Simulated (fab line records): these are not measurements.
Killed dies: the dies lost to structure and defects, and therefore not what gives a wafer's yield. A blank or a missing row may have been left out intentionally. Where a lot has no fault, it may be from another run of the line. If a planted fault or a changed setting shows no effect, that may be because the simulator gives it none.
Comparing a struck lot with a sound one    flow n5-finfet    15 steps out of a route of 1938
Sound: wafers L592.1, L592.3, L592.6. Wafers L595.1, L595.2, L595.4 were the ones struck. Last of all comes the cause.
Each step with rows lists, per side, the tool, then ch with its chambers, then its first start. Under that, the readings that differ: sound wafers    struck wafers    difference of the means    sigmas: that difference in standard deviations of wafers without a fault.
alike: words and numbers the same on both sides, and readings whose means are apart by under 2 such deviations; not compared: readings that were withheld, readings missing a value for some wafer, numbers with overlapping values and no deviation given by the record, and bounds like >300 which may hide the same value.
A row with sigmas, a row that says differs or no value, or rows on one side alone: a step with any of these is where the two part. When numbers do not overlap yet have no deviation, they are printed without sigmas and do not part them. A reading missing from all wafers of one side parts the sides only when that side holds two or more wafers.

N5_BEOL_M8_INSPECT_30: inspects for defects (brightfield).
  sound on defect-inspect-02, day 12 10:31; struck on defect-inspect-01, day 13 00:35
  alike: raw-defect-count
then, 1 step without rows for these wafers: N5_BEOL_M8_DESCUM_33 (chemistry O2, time 7 s).
N5_BEOL_M8_ETCH_72: etches underlayer in N2/H2, target depth 6.5 nm, time 5.2 s.
  sound on rie-diel-02 ch 0,2,3, day 12 10:34; struck on rie-diel-02 ch 0,1,3, day 13 00:41
  alike: drypump-motor-current-A, etch-rf-on-time-s, h2-flow-sccm, oes-product-au, rf-vpp-V, showerhead-plenum-p-Torr, throttle-valve-pct
  not compared: rf-hours-counter-h
then, 4 steps without rows for these wafers: N5_BEOL_M8_ETCH_65 (etches SiARC in CF4, target depth 15.6 nm, time 26 s); N5_BEOL_M8_ETCH_66 (etches SOC in N2/H2, target depth 80 nm, overetch 16 nm, time 120 s); N5_BEOL_M8_STRIP_69 (strips in N2/H2); N5_BEOL_M8_STRIP_73 (strips in N2/H2).
N5_BEOL_M8_VIA_ETCH_34: etches SiCOH lowk in C4F6/O2, target depth 125.5 nm, time 50.5 s.
  sound on rie-diel-02 ch 0,2,3, day 12 10:43; struck on rie-diel-02 ch 0,1,3, day 13 00:50
  alike: drypump-motor-current-A, oes-product-au, rf-vpp-V, showerhead-plenum-p-Torr, throttle-valve-pct
  not compared: rf-hours-counter-h
then, 1 step without rows for these wafers: N5_BEOL_M8_STRIP_76 (strips in C4F6/O2).
N5_BEOL_M8_STRIP_36: strips in N2/H2.
  sound on rie-diel-02 ch 0,2,3, day 12 10:46; struck on rie-diel-02 ch 0,1,3, day 13 00:53
  alike: bias-power-w, chamber-pressure-mTorr, drypump-motor-current-A, h2-flow-sccm, oes-product-au, rf-vpp-V, showerhead-plenum-p-Torr, throttle-valve-pct
  not compared: rf-hours-counter-h
N5_BEOL_M8_TRENCH_ETCH_37: etches SiCOH lowk in C4F6/O2, target depth 93.478 nm, time 31.2 s.
  sound: rie-diel-02 ch 0,2,3; struck: rie-diel-02 ch 0,1,3
  alike: drypump-motor-current-A, oes-product-au, rf-vpp-V, showerhead-plenum-p-Torr, throttle-valve-pct
  not compared: rf-hours-counter-h
N5_BEOL_M8_ETCH_41: etches SiCN in CH3F/O2, target depth 31.9 nm, time 57.8 s.
  sound: rie-diel-02 ch 0,2,3; struck: rie-diel-02 ch 0,1,3
  alike: drypump-motor-current-A, oes-product-au, rf-vpp-V, showerhead-plenum-p-Torr, throttle-valve-pct
  not compared: rf-hours-counter-h
N5_BEOL_M8_STRIP_80: strips in N2/H2, time 10 s.
  sound on rie-diel-02 ch 0,2,3, day 12 10:53; struck on rie-diel-02 ch 0,1,3, day 13 01:00
  no value came back on the struck wafers for any of 8 readings (bias-power-w (W), chamber-pressure-mTorr (mTorr) and others); on the sound wafers bias-power-w (W) reads 6.992 6.996 6.995
  not compared: rf-hours-counter-h
N5_BEOL_M8_OCD_MEAS_38:
  sound on ocd-02, day 12 10:58; struck on ocd-01, day 13 01:05
  alike: trench-depth-nm
-- a jump in the record: the struck wafers' starts before and after are 3 days apart (it breaks off in module BEOL_M8 and resumes in module PASSIVATION, where the first step shown is number 1936 of the route) --
N5_PASSIVATION_PROBE_49:
  only the struck wafers here have rows in the record (prober-02, day 15 23:04); the sound ones have none

== WHERE THEY PART ==
At N5_BEOL_M8_STRIP_80 first; at N5_PASSIVATION_PROBE_49 last (within this record only).

WHY: the cause the simulator had injected
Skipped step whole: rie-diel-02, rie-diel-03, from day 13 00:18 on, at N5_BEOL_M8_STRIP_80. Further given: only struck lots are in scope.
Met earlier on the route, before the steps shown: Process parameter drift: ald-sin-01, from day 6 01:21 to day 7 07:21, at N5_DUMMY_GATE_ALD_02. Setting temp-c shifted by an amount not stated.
